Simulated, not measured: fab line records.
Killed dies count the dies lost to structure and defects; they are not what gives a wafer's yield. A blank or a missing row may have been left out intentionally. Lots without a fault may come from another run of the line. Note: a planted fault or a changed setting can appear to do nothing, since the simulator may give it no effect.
Comparing a struck lot with a sound one | flow nandHarc | 43 steps out of a route of 1302
Sound: wafers L781.1, L781.2, L781.3. Struck: wafers L792.1, L792.3, L792.4. The cause comes at the end.
Per side, at each step with rows, come the tool, then ch with its chambers, and then its first start. Under that, the readings that differ: sound wafers | struck wafers | difference of the means | sigmas: that difference in standard deviations of wafers without a fault.
alike: words and numbers the same on both sides, and readings whose means are apart by under 2 such deviations; not compared: readings that were withheld, readings missing a value for some wafer, numbers with overlapping values and no deviation given by the record, and bounds like >300 which may hide the same value.
Wherever a step has rows on one side only, a row that says differs or no value, or a row with sigmas, the two part there. Numbers that have no deviation but don't overlap get no sigmas and don't part them. A reading that every wafer of one side lacks parts them only if that side has two wafers or more.

NHARC_P_STI_OCD_MEAS_17:
  sound: ocd-02 at day 2 21:18; struck: ocd-01 at day 7 09:13
  alike: trenchDepthNm, trenchFootCdNm
then, 3 steps without rows for these wafers: NHARC_P_STI_STRIP_19 (strips in SPM, time 900 s); NHARC_P_STI_PRECLEAN_32 (cleans in SC1); NHARC_P_STI_SRD_23.
NHARC_P_STI_OCD_MEAS_43:
  sound: ocd-01 at day 2 21:49; struck: ocd-02 at day 7 09:43
  alike: trenchDepthNm, trenchFootCdNm
then, 3 steps without rows for these wafers: NHARC_P_STI_OXIDE_33 (material SiO2, target thk 10 nm, ox time 281 s); NHARC_P_STI_HDPCVD_20 (deposits SiO2); NHARC_P_STI_ANNEAL_34 (time 1800 s).
NHARC_P_STI_CMP_21: polishes, t overpolish 20 s, target thk 380.67 nm.
  sound on cmp-04 ch 0,2,3, day 3 17:16; struck on cmp-01 ch 0,1,3, day 8 02:09
  alike: motorCurrentA, overpolishRunS, padLifeWafers
then, 2 steps without rows for these wafers: NHARC_P_STI_SRD_35; NHARC_P_STI_ETCH_36 (etches SiO2 in dHF, target depth 38.8 nm).
NHARC_P_STI_STRIP_24: strips Si3N4 in H3PO4.
  sound on wetBench-06 ch 1,5,6, day 3 17:37; struck on wetBench-06 ch 0,2,5, day 8 02:29
  alike: bathGuardTempC, tempC
then, 4 steps without rows for these wafers: NHARC_P_STI_ETCH_37 (etches SiO2 in dHF, target depth 11 nm); NHARC_P_STI_PRECLEAN_38 (cleans in SC1); NHARC_P_STI_SRD_39; NHARC_P_STI_OXIDE_40 (material SiO2, target thk 10 nm, ox time 1362 s).
NHARC_P_STI_INSPECT_25:
  sound: defectInspect-01 at day 4 02:02; struck: defectInspect-01 at day 8 10:38
reading        | sound       | struck         | difference | sigmas
rawDefectCount | 213 303 283 | 1145 1122 1014 | +827       | +8
then, 12 steps without rows for these wafers: NHARC_P_GATE_ETCH_69 (etches SiO2 in dHF, target depth 14 nm); NHARC_P_GATE_PRECLEAN_70 (cleans in SC1); NHARC_P_GATE_SRD_01; NHARC_P_GATE_OXIDE_02 (material SiO2, target thk 37.5 nm, ox time 365 s); NHARC_P_GATE_DEHYDRATE_03 (time 120 s); NHARC_P_GATE_HMDS_04 (time 30 s); NHARC_P_GATE_COAT_05; NHARC_P_GATE_SOFTBAKE_06 (time 95 s); NHARC_P_GATE_EBR_07; NHARC_P_GATE_EXPOSE_08 (exposes mask P HV); NHARC_P_GATE_PEB_09 (peb time 85 s); NHARC_P_GATE_DEVELOP_10 (time 70 s).
NHARC_P_GATE_CD_MEAS_11: the cd target is 1640 nm.
  sound on cdSem-03 ch 0, day 4 10:19; struck on cdSem-02 ch 0, day 8 18:59
  alike: cdNm
then, 1 step without rows for these wafers: NHARC_P_GATE_HARDBAKE_12 (time 80 s).
NHARC_P_GATE_DESCUM_13: chemistry O2, time 3 s.
  sound on rieDiel-09 ch 0,1,3, day 4 10:28; struck on rieDiel-04 ch 0,1,2, day 8 19:09
reading             | sound       | struck | difference | sigmas
rfHoursCounterH (h) | 5.4 5.6 6.0 | 0 0 0  | -6         | 
  alike: drypumpMotorCurrentA, oesProductAu, rfVppV, showerheadPlenumPTorr, throttleValvePct
then, 6 steps without rows for these wafers: NHARC_P_GATE_ETCH_14 (etches SiO2 in dHF, target depth 48.8 nm); NHARC_P_GATE_STRIP_15 (strips in SPM, time 780 s); NHARC_P_GATE_PRECLEAN_71 (cleans in SC1); NHARC_P_GATE_SRD_72; NHARC_P_GATE_OXIDE_16 (material SiO2, target thk 3 nm, ox time 392 s); NHARC_P_GATE_CVD_17 (deposits poly-Si, target thk 150 nm, time 900 s).
NHARC_P_GATE_HM_DEP_102: deposits aC, target thk 120 nm.
  sound on aclDep-01 ch 0, day 5 00:00; struck on aclDep-01 ch 0, day 9 09:26
  alike: throttleValvePct
NHARC_P_GATE_DEP_103: deposits SiON, target thk 30 nm.
  sound on pecvd-04 ch 0,1,2, day 5 00:40; struck on pecvd-03 ch 0,2, day 9 10:07
  alike: heaterPowerW
then, 1 step without rows for these wafers: NHARC_P_GATE_DEHYDRATE_18 (time 120 s).
NHARC_P_GATE_INSPECT_28:
  sound: defectInspect-02 at day 5 01:28; struck: defectInspect-02 at day 9 10:55
reading        | sound | struck      | difference | sigmas
rawDefectCount | 1 3 2 | 880 872 817 | +854       | +99 or more
-- the record jumps here: 19 days lie between the struck wafers' starts before and after (it left off in module P_GATE and takes up again in module END, whose first step shown is number 1302 of the route) --
NHARC_END_SORT_01:
  only the struck wafers appear in the record here, on prober-02 ch 0 at day 28 11:53; the sound ones have no rows

WHERE THEY PART
Last at NHARC_END_SORT_01 as far as this record goes, first at NHARC_P_STI_INSPECT_25.

WHY: what the simulator had put in
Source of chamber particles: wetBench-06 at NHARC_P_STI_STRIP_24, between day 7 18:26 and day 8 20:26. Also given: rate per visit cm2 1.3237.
